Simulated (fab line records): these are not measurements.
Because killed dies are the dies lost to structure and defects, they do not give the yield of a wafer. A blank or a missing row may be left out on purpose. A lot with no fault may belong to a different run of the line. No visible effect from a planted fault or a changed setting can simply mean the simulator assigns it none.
Split-lot experiment / flow n5-finfet / route with 1938 steps; 7 lots, 21 wafers read

== ON THE SPLIT ==
At N5_BEOL_M9_ETCH_62 (etches SOC in N2/H2, target depth 110 nm, overetch 22 nm, time 165 s), the setting time-s was moved away from the recipe's 165 s on 4 of the 21 wafers read, by -21.0% to +15.9%. All remaining wafers had this setting at the recipe value.

The reading comes from the split's own step.

== THE READING ==
SiARC_of_BEOL_M9_COAT_60.thk-nm (the simulator's own value, which no gauge read), in nm, at N5_BEOL_M9_ETCH_62 (etches SOC in N2/H2, target depth 110 nm, overetch 22 nm, time 165 s). The file does not state a usual value for it. Here, 17 wafers ran the recipe; their average is 23.5 nm with a standard deviation of 0.14 nm.

wafer=L075.2; tool, chamber at the split=rie-diel-01, 3; time-s as run, s=165; against the recipe=recipe; SiARC_of_BEOL_M9_COAT_60.thk-nm, nm=23.2; against lot-mates on the recipe=-
wafer=L075.3; tool, chamber at the split=rie-diel-01, 1; time-s as run, s=165; against the recipe=recipe; SiARC_of_BEOL_M9_COAT_60.thk-nm, nm=23.4; against lot-mates on the recipe=-
wafer=L075.5; tool, chamber at the split=rie-diel-01, 3; time-s as run, s=181.8; against the recipe=+10.2%; SiARC_of_BEOL_M9_COAT_60.thk-nm, nm=22.6; against lot-mates on the recipe=-0.7
wafer=L076.2; tool, chamber at the split=rie-diel-01, 0; time-s as run, s=165; against the recipe=recipe; SiARC_of_BEOL_M9_COAT_60.thk-nm, nm=23.6; against lot-mates on the recipe=-
wafer=L076.3; tool, chamber at the split=rie-diel-01, 3; time-s as run, s=165; against the recipe=recipe; SiARC_of_BEOL_M9_COAT_60.thk-nm, nm=23.4; against lot-mates on the recipe=-
wafer=L076.6; tool, chamber at the split=rie-diel-01, 3; time-s as run, s=165; against the recipe=recipe; SiARC_of_BEOL_M9_COAT_60.thk-nm, nm=23.4; against lot-mates on the recipe=-
wafer=L080.2; tool, chamber at the split=rie-diel-03, 3; time-s as run, s=165; against the recipe=recipe; SiARC_of_BEOL_M9_COAT_60.thk-nm, nm=23.8; against lot-mates on the recipe=-
wafer=L080.3; tool, chamber at the split=rie-diel-03, 2; time-s as run, s=165; against the recipe=recipe; SiARC_of_BEOL_M9_COAT_60.thk-nm, nm=23.6; against lot-mates on the recipe=-
wafer=L080.5; tool, chamber at the split=rie-diel-03, 2; time-s as run, s=130.4; against the recipe=-21.0%; SiARC_of_BEOL_M9_COAT_60.thk-nm, nm=25; against lot-mates on the recipe=+1.3
wafer=L082.3; tool, chamber at the split=rie-diel-03, 1,0,0; time-s as run, s=165; against the recipe=recipe; SiARC_of_BEOL_M9_COAT_60.thk-nm, nm=23.6; against lot-mates on the recipe=-
wafer=L082.4; tool, chamber at the split=rie-diel-03, 1,0,0; time-s as run, s=165; against the recipe=recipe; SiARC_of_BEOL_M9_COAT_60.thk-nm, nm=23.6; against lot-mates on the recipe=-
wafer=L082.6; tool, chamber at the split=rie-diel-03, 1,0,0; time-s as run, s=165; against the recipe=recipe; SiARC_of_BEOL_M9_COAT_60.thk-nm, nm=23.6; against lot-mates on the recipe=-
wafer=L086.1; tool, chamber at the split=rie-diel-01, 2; time-s as run, s=165; against the recipe=recipe; SiARC_of_BEOL_M9_COAT_60.thk-nm, nm=23.4; against lot-mates on the recipe=-
wafer=L086.4; tool, chamber at the split=rie-diel-01, 2; time-s as run, s=165; against the recipe=recipe; SiARC_of_BEOL_M9_COAT_60.thk-nm, nm=23.4; against lot-mates on the recipe=-
wafer=L086.5; tool, chamber at the split=rie-diel-01, 0; time-s as run, s=180; against the recipe=+9.1%; SiARC_of_BEOL_M9_COAT_60.thk-nm, nm=23; against lot-mates on the recipe=-0.4
wafer=L085.2; tool, chamber at the split=rie-diel-01, 2,3,1; time-s as run, s=165; against the recipe=recipe; SiARC_of_BEOL_M9_COAT_60.thk-nm, nm=23.4; against lot-mates on the recipe=-
wafer=L085.3; tool, chamber at the split=rie-diel-01, 2,3,1; time-s as run, s=165; against the recipe=recipe; SiARC_of_BEOL_M9_COAT_60.thk-nm, nm=23.4; against lot-mates on the recipe=-
wafer=L085.4; tool, chamber at the split=rie-diel-01, 2,3,1; time-s as run, s=165; against the recipe=recipe; SiARC_of_BEOL_M9_COAT_60.thk-nm, nm=23.4; against lot-mates on the recipe=-
wafer=L096.1; tool, chamber at the split=rie-diel-05, 0,3; time-s as run, s=165; against the recipe=recipe; SiARC_of_BEOL_M9_COAT_60.thk-nm, nm=23.6; against lot-mates on the recipe=-
wafer=L096.4; tool, chamber at the split=rie-diel-05, 0,3; time-s as run, s=165; against the recipe=recipe; SiARC_of_BEOL_M9_COAT_60.thk-nm, nm=23.6; against lot-mates on the recipe=-
wafer=L096.6; tool, chamber at the split=rie-diel-05, 0; time-s as run, s=191.2; against the recipe=+15.9%; SiARC_of_BEOL_M9_COAT_60.thk-nm, nm=22.4; against lot-mates on the recipe=-1.2
When a row names more than one chamber, that row covers several wafers, and the file does not tell which wafer ran in which chamber.

FIT RESULTS
A straight line over all 21 wafers: SiARC_of_BEOL_M9_COAT_60.thk-nm changes by -0.0712 nm for each +1% of time-s; r = -0.96; the points scatter about the line by 0.14 nm.
The same after taking each lot's own level away (the mean of its wafers on the recipe; 21 wafers): -0.0649 nm for each +1%; r = -0.98; scatter 0.085 nm.
Per that fit: largest time-s move, reading shift of 1.4 nm.
Across the lots, their own levels run from 23.30 to 23.70 nm, a range of 2.9 times the standard deviation given above.
The two slopes are in agreement: the lot-to-lot level therefore moves the slope only a little.
Check: with one of the wafers moved furthest among these (-21.0%) left out of the fit, the line predicts +1.44 nm for it against its lot-mates. Against them it came out at +1.3 nm.

== THE WHOLE CHAIN: every reading that the file lists as answering this split, in the file's order ==
step=N5_BEOL_M9_ETCH_62; what it does=etches SOC in N2/H2, target depth 110 nm, overetch 22 nm, time 165 s; reading=SiARC_of_BEOL_M9_COAT_60.thk-nm (the simulator's own value, which no gauge read); change (the file's fit)=-0.065 nm for each +1% of the setting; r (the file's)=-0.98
step=N5_BEOL_M9_HM_OPEN_17; what it does=chemistry Cl2/BCl3, target TiN, target depth 20 nm, overetch 6 nm; reading=etch.depth-nm (the simulator's own value, which no gauge read); change (the file's fit)=not straight: 19.75 at the lowest setting, 20.01 at the recipe, 17.36 at the highest; r (the file's)=not given

== THE FILE'S OWN FIT ==
SiARC_of_BEOL_M9_COAT_60.thk-nm changes by -0.065 nm for each +1% of time-s, r = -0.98.
